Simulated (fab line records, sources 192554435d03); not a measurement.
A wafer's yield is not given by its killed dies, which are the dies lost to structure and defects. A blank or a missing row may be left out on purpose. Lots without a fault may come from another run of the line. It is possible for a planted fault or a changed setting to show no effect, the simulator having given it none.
Chamber matching -- flow n5_finfet -- rie_diel-06 running N5_MOL_CONTACT_COAG_ETCH_110: 4 sister chambers
The step etches Si in CF4/O2, target depth 2.5 nm, time 8 s. 16 wafers are shown with their chamber, then 8 later ones without.

## EACH WAFER AND ITS CHAMBER
wafer,chamber,showerhead_plenum_p_Torr (Torr),drypump_motor_current_A (A),throttle_valve_pct (%)
L076.2,0,2.27,5.9,10.99
L076.5,1,2.29,6.1,11.21
L076.6,0,2.27,5.9,10.98
L079.3,0,2.26,6.0,11.01
L079.5,2,2.13,5.3,10.99
L079.6,3,2.20,5.9,11.36
L083.4,2,2.13,5.3,11.02
L083.5,0,2.26,6.0,11.04
L083.6,3,2.19,5.9,11.39
L084.3,3,2.19,5.9,11.40
L084.4,3,2.19,5.9,11.38
L084.5,0,2.26,6.0,11.04
L085.2,3,2.19,5.9,11.41
L085.3,0,2.26,5.9,11.05
L085.6,0,2.26,5.9,11.06
L088.1,3,2.19,5.9,11.44

SIGNATURES, as means of the wafers listed above
reading,chamber 0,chamber 1,chamber 2,chamber 3,scatter within a chamber
showerhead_plenum_p_Torr,2.2629,2.2900,2.1300,2.1917,0.00434
drypump_motor_current_A,5.943,6.100,5.300,5.900,0.0378
throttle_valve_pct,11.0243,11.2100,11.0050,11.3967,0.0288
Rule: for each reading, subtract the chamber's mean from the wafer's reading, divide by that reading's scatter and square the result; add these up over the readings and take the root, which gives the wafer's distance from the chamber. If the next closest chamber is less than 2 further off than the closest, the wafer can't be placed; otherwise it belongs to the closest. The scatter: take each reading less its chamber's mean, square it, sum over the shown wafers, divide by the number of wafers less the number of chambers, and take the root.

## WAFERS WITH NO CHAMBER GIVEN
wafer,showerhead_plenum_p_Torr (Torr),drypump_motor_current_A (A),throttle_valve_pct (%)
L088.2,2.25,5.9,11.09
L088.4,2.19,5.9,11.43
L089.1,2.12,5.3,11.06
L089.4,2.25,6.0,11.10
L089.6,2.12,5.3,11.09
L092.2,2.12,5.3,11.11
L092.4,2.12,5.3,11.09
L092.6,2.12,5.3,11.09

## WHICH CHAMBER EACH ONE RAN IN
wafer,from the rows above,in truth
L088.2,0,0
L088.4,3,3
L089.1,2,2
L089.4,0,0
L089.6,2,2
L092.2,2,2
L092.4,2,2
L092.6,2,2
Correct placement for 8 of the 8. Left unplaced by these rows: 0. Number placed wrongly: 0.
